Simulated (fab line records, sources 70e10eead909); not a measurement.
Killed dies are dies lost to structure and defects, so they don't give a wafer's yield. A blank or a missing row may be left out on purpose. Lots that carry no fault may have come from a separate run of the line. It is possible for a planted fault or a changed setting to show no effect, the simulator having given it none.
Which tool was responsible? + flow nand harc + 13 lots with 39 wafers sampled at 5 steps, on a route of 1302 steps

## WHAT THE GAUGES SHOWED, per wafer
NHARC_END_SORT_01.
| lot  | measured     | on        | defect limited yield (%) | killed at array | killed at other | killed at periphery | killed dies | killed open | killed short |
|------|--------------|-----------|--------------------------|-----------------|-----------------|---------------------|-------------|-------------|--------------|
| L108 | day 25 04:04 | prober-02 | 87 87 90                 | 82 81 59        | 0 0 0           | 3 8 8               | 85 89 67    | 5 2 2       | 2 3 2        |
| L111 | day 26 10:28 | prober-02 | 95 91 91                 | 35 61 57        | 0 0 1           | 1 3 1               | 36 64 59    | 5 5 3       | 2 3 2        |
| L112 | day 26 19:40 | prober-01 | 92 92 91                 | 49 46 59        | 0 1 0           | 6 5 2               | 55 52 61    | 4 5 3       | 0 3 6        |
| L113 | day 27 01:59 | prober-02 | 91 93 91                 | 57 43 57        | 0 2 2           | 5 5 4               | 62 50 63    | 5 4 4       | 1 4 0        |
| L116 | day 28 07:16 | prober-02 | 92 90 94                 | 52 58 42        | 2 5 0           | 1 6 2               | 55 69 44    | 6 5 4       | 2 2 2        |
| L117 | day 28 07:12 | prober-01 | 90 94 90                 | 67 40 62        | 0 0 0           | 1 1 3               | 68 41 65    | 2 1 4       | 3 3 4        |
| L118 | day 29 06:25 | prober-02 | 92 90 92                 | 48 65 45        | 2 0 1           | 3 1 5               | 53 66 51    | 3 3 6       | 2 2 6        |
| L119 | day 29 05:33 | prober-01 | 86 88 88                 | 88 74 73        | 0 1 0           | 7 9 7               | 95 84 80    | 3 4 2       | 4 1 1        |
| L124 | day 31 10:31 | prober-02 | 96 95 95                 | 26 31 27        | 0 0 0           | 1 2 4               | 27 33 31    | 2 3 4       | 1 5 2        |
| L125 | day 32 04:40 | prober-01 | 88 88 88                 | 75 73 80        | 2 4 1           | 6 4 0               | 83 81 81    | 4 0 3       | 2 1 2        |
| L126 | day 32 04:37 | prober-02 | 93 93 94                 | 41 37 32        | 1 2 0           | 5 6 8               | 47 45 40    | 4 3 2       | 3 3 0        |
| L128 | day 33 04:02 | prober-01 | 92 91 92                 | 50 56 55        | 0 2 0           | 1 2 2               | 51 60 57    | 3 8 4       | 0 3 3        |
| L129 | day 33 13:04 | prober-01 | 98 97 97                 | 12 15 16        | 1 2 3           | 1 2 2               | 14 19 21    | 3 5 4       | 1 2 3        |

## WHAT TOOL EACH LOT RAN ON (gives the tool, then ch and the chambers of the sampled wafers, and finally the start)
| lot  | NHARC_P_CONTACT_DEGAS_38     | NHARC_P_CONTACT_CMP_24        | NHARC_P_M0_STRIP_19                 | NHARC_P_M0_PRE_CLEAN_31         |
|------|------------------------------|-------------------------------|-------------------------------------|---------------------------------|
| L108 | pvd sputter-03, day 6 23:10  | cmp-03 ch 1,2, day 7 00:16    | wet bench-09 ch 5,6,7, day 7 02:17  | pecvd-04 ch 0,1,2, day 7 04:09  |
| L111 | pvd sputter-03, day 8 01:02  | cmp-02 ch 0,2,3, day 8 02:08  | wet bench-01 ch 0,1,5, day 8 04:09  | pecvd-04 ch 1,2, day 8 06:04    |
| L112 | pvd sputter-01, day 8 06:50  | cmp-02 ch 0,1,3, day 8 07:58  | wet bench-06 ch 0,3,7, day 8 10:05  | pecvd-01 ch 0,1, day 8 11:59    |
| L113 | pvd sputter-03, day 8 20:18  | cmp-03 ch 0,2,3, day 8 21:41  | wet bench-09 ch 1,2,4, day 8 23:49  | pecvd-01 ch 0,1,2, day 9 01:44  |
| L116 | pvd sputter-02, day 10 09:31 | cmp-03 ch 1,2,3, day 10 10:41 | wet bench-06 ch 0,2,4, day 10 12:38 | pecvd-01 ch 1,2, day 10 14:41   |
| L117 | pvd sputter-02, day 10 10:47 | cmp-02 ch 1,2,3, day 10 11:53 | wet bench-09 ch 1,3,6, day 10 14:01 | pecvd-01 ch 0,2, day 10 15:55   |
| L118 | pvd sputter-02, day 10 20:14 | cmp-03 ch 0,2,3, day 10 21:23 | wet bench-01 ch 0,2,3, day 10 23:28 | pecvd-04 ch 0,2, day 11 01:20   |
| L119 | pvd sputter-01, day 11 10:44 | cmp-03 ch 0,1,2, day 11 11:51 | wet bench-01 ch 1,3,7, day 11 13:58 | pecvd-01 ch 0,1, day 11 15:51   |
| L124 | pvd sputter-02, day 13 08:15 | cmp-01 ch 0,2,3, day 13 09:21 | wet bench-06 ch 0,2,7, day 13 11:31 | pecvd-04 ch 0,1,2, day 13 13:25 |
| L125 | pvd sputter-01, day 14 01:05 | cmp-01 ch 0,1, day 14 02:09   | wet bench-01 ch 4,5,7, day 14 04:18 | pecvd-02 ch 0,1, day 14 06:13   |
| L126 | pvd sputter-02, day 14 06:14 | cmp-03 ch 0,2, day 14 07:18   | wet bench-09 ch 0,3,7, day 14 09:28 | pecvd-02 ch 1,2, day 14 11:54   |
| L128 | pvd sputter-01, day 15 05:51 | cmp-01 ch 0,1,3, day 15 06:57 | wet bench-01 ch 4,5,7, day 15 09:16 | pecvd-04 ch 0,1,2, day 15 11:10 |
| L129 | pvd sputter-01, day 15 13:38 | cmp-01 ch 0,3, day 15 14:44   | wet bench-01 ch 0,1,7, day 15 16:53 | pecvd-01 ch 1,2, day 15 18:47   |
- NHARC_P_CONTACT_DEGAS_38: time 60 s.
- NHARC_P_CONTACT_CMP_24: polishes, t overpolish 30 s, target thk 200 nm.
- NHARC_P_M0_STRIP_19: strips in post etch residue remover, time 600 s.
- NHARC_P_M0_PRE_CLEAN_31: time 12 s.

## WHAT THE TOOLS THEMSELVES READ (means of the sampled wafers that have a number; where no wafer has one, the mark that the record gives instead)
NHARC_P_CONTACT_DEGAS_38.
| lot  | tool           | heater power w (W) |
|------|----------------|--------------------|
| L108 | pvd sputter-03 | 459                |
| L111 | pvd sputter-03 | 506                |
| L112 | pvd sputter-01 | 473                |
| L113 | pvd sputter-03 | 478                |
| L116 | pvd sputter-02 | 540                |
| L117 | pvd sputter-02 | 465                |
| L118 | pvd sputter-02 | 467                |
| L119 | pvd sputter-01 | 456                |
| L124 | pvd sputter-02 | 533                |
| L125 | pvd sputter-01 | 526                |
| L126 | pvd sputter-02 | 473                |
| L128 | pvd sputter-01 | 483                |
| L129 | pvd sputter-01 | 462                |

NHARC_P_CONTACT_CMP_24.
| lot  | tool   | motor current A (A) | overpolish run s (s) | retaining ring pressure frac | time to endpoint s (s) |
|------|--------|---------------------|----------------------|------------------------------|------------------------|
| L108 | cmp-03 | 11.3                | 29.993               | 0.998                        | 40.7                   |
| L111 | cmp-02 | 13.3                | 29.998               | 0.999                        | 40.2                   |
| L112 | cmp-02 | 12.8                | 30.000               | 0.999                        | 39.6                   |
| L113 | cmp-03 | 12.2                | 30.004               | 1.001                        | 39.6                   |
| L116 | cmp-03 | 11.8                | 29.995               | 0.998                        | 43.1                   |
| L117 | cmp-02 | 12.4                | 30.004               | 0.999                        | 43.5                   |
| L118 | cmp-03 | 12.0                | 29.991               | 1.000                        | 41.6                   |
| L119 | cmp-03 | 11.7                | 30.003               | 1.000                        | 41.7                   |
| L124 | cmp-01 | 11.0                | 30.000               | 1.003                        | 38.7                   |
| L125 | cmp-01 | 12.6                | 29.999               | 0.999                        | 42.4                   |
| L126 | cmp-03 | 11.8                | 29.999               | 1.003                        | 37.5                   |
| L128 | cmp-01 | 12.5                | 30.005               | 0.997                        | 36.3                   |
| L129 | cmp-01 | 12.2                | 29.999               | 0.995                        | 38.4                   |

NHARC_P_M0_STRIP_19.
| lot  | tool         | bath heat duty pct (%) | run length s (s) |
|------|--------------|------------------------|------------------|
| L108 | wet bench-09 | 11.8                   | 603.1            |
| L111 | wet bench-01 | 13.2                   | 603.1            |
| L112 | wet bench-06 | 14.8                   | 603.5            |
| L113 | wet bench-09 | 13.0                   | 604.5            |
| L116 | wet bench-06 | -                      | -                |
| L117 | wet bench-09 | -                      | -                |
| L118 | wet bench-01 | -                      | -                |
| L119 | wet bench-01 | 12.6                   | 603.0            |
| L124 | wet bench-06 | 14.5                   | 603.5            |
| L125 | wet bench-01 | 13.6                   | 603.7            |
| L126 | wet bench-09 | 12.2                   | 602.7            |
| L128 | wet bench-01 | 12.9                   | 603.8            |
| L129 | wet bench-01 | 14.2                   | 603.3            |

NHARC_P_M0_PRE_CLEAN_31.
| lot  | tool     | heater power w (W) |
|------|----------|--------------------|
| L108 | pecvd-04 | 607                |
| L111 | pecvd-04 | 592                |
| L112 | pecvd-01 | 564                |
| L113 | pecvd-01 | 569                |
| L116 | pecvd-01 | 556                |
| L117 | pecvd-01 | 576                |
| L118 | pecvd-04 | 534                |
| L119 | pecvd-01 | 597                |
| L124 | pecvd-04 | 609                |
| L125 | pecvd-02 | 644                |
| L126 | pecvd-02 | 568                |
| L128 | pecvd-04 | 607                |
| L129 | pecvd-01 | 589                |

## THE ANSWER, worked out from the rows above alone
Rule: the lots themselves supply what counts as usual. The widest of any qualifying gaps counts: lots, ordered by their means at a reading, are off when they make up no more than a third of the lots, leave a main group of 4 or more, and stand apart from it by 3 or more times the standard deviation of that group's means. A main group is skipped when, at the precision printed for the reading in the tables above, its means are all equal. Also off: a lot with no number at a reading for which 4 or more lots have one. Where the step has rows for the other lots, those lots are counted as sound. After the gauges, taken in route order, come the tools' own readings; for these a lot's mean is taken, as printed above. The first step at which some lot is off is used, and at that step the reading that is off furthest; a lot without a number counts as furthest.
Off: L116, L117, L118, at NHARC_P_M0_STRIP_19 (bath heat duty pct). Without a number there: L116, L117, L118. Mean 13.3 % and standard deviation 0.94 in the main group.
If a tool, at that step or one of the process steps before it, ran each lot that is off and ran no sound lot following the first of them, it fits. No candidate that was tried fits.

## WHAT HAD BEEN PUT IN BY THE SIMULATOR
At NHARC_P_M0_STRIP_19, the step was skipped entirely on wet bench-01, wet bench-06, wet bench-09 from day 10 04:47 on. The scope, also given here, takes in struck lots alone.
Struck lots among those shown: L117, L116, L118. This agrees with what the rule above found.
